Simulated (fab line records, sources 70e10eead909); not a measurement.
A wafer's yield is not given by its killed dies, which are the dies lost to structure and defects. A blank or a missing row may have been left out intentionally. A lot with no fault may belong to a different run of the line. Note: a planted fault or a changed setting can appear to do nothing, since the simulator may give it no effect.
Chamber matching	flow nand-harc	NHARC_A_DECK1_JOINT_CMP_13 on cmp-03: 4 sister chambers
The step polishes, target thk 51.023 nm. 4 wafers are shown with their chamber, then 8 later ones without.

WAFERS PAIRED WITH THEIR CHAMBERS
wafer	chamber	motor-current-A (A)
L079.2	0	13.9
L079.6	3	10.5
L086.6	2	10.3
L088.3	1	13.5

WAFERS MISSING THEIR CHAMBER
wafer	motor-current-A (A)
L088.4	9.7
L088.6	13.2
L093.1	13.2
L093.3	14.9
L093.5	13.7
L095.2	14.0
L095.3	13.6
L095.6	13.8

THE CHAMBER EACH PASSED THROUGH
wafer	from the rows above	in truth
L088.4	can't be placed: 2 or 3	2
L088.6	can't be placed: 1 or 0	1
L093.1	can't be placed: 1 or 0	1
L093.3	can't be placed: 0 or 1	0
L093.5	can't be placed: 1 or 0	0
L095.2	can't be placed: 0 or 1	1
L095.3	can't be placed: 1 or 0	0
L095.6	can't be placed: 0 or 1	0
Correctly placed: 0 of 8. Cannot be placed on the basis of these rows: 8; the candidates contain the true chamber in 8. Number placed wrongly: 0.
How it was worked out, from the rows above alone: a wafer's distance from a chamber is the root of the sum, over the readings, of the square of ((its reading less the chamber's mean) divided by the reading's scatter). The wafer belongs to the nearest chamber; if the next one is less than 2 further off, it can't be placed. For every chamber, the mean is computed from those of its wafers that are shown. The scatter (one wafer shown for each chamber): square how far every hidden wafer sits from the nearest shown wafer, average those squares and take the square root.
